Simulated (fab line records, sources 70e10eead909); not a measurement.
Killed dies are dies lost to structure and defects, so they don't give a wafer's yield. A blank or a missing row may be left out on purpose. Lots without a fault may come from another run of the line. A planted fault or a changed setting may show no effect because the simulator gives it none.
Chamber matching | flow nand_harc | NHARC_A_STAIRCASE_ETCH_169 on rie_diel-13: 4 sister chambers
The step etches the open film in CH3F/O2, target depth 50 nm, time 107.1 s. 4 wafers are shown with their chamber, then 7 later ones without.

WAFERS WITH THEIR CHAMBER
wafer  | chamber | drypump_motor_current_A (A)
L083.6 | 3       | 6.3
L086.3 | 2       | 6.4
L088.2 | 1       | 5.3
L088.4 | 0       | 5.4

WAFERS WITHOUT THEIR CHAMBER
wafer  | drypump_motor_current_A (A)
L088.5 | 6.5
L089.1 | 6.3
L089.3 | 5.5
L089.4 | 5.3
L093.1 | 5.5
L093.3 | 5.3
L093.4 | 6.5

WHICH CHAMBER EACH WENT THROUGH
wafer  | from the rows above     | in truth
L088.5 | can't be placed: 2 or 3 | 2
L089.1 | can't be placed: 3 or 2 | 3
L089.3 | can't be placed: 0 or 1 | 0
L089.4 | can't be placed: 1 or 0 | 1
L093.1 | can't be placed: 0 or 1 | 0
L093.3 | can't be placed: 1 or 0 | 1
L093.4 | can't be placed: 2 or 3 | 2
Placed correctly: 0 of 7. Can't be placed from these rows: 7 (the true chamber is among the candidates in 7). Placed wrongly: 0.
How it was worked out, from the rows above alone: a wafer's distance from a chamber is the root of the sum, over the readings, of the square of ((its reading less the chamber's mean) divided by the reading's scatter). The wafer belongs to the nearest chamber; if the next one is less than 2 further off, it can't be placed. A chamber's mean is the mean of its shown wafers. The scatter: with one shown wafer a chamber, the root of the mean of the squares of how far each hidden wafer lies from its nearest shown one.
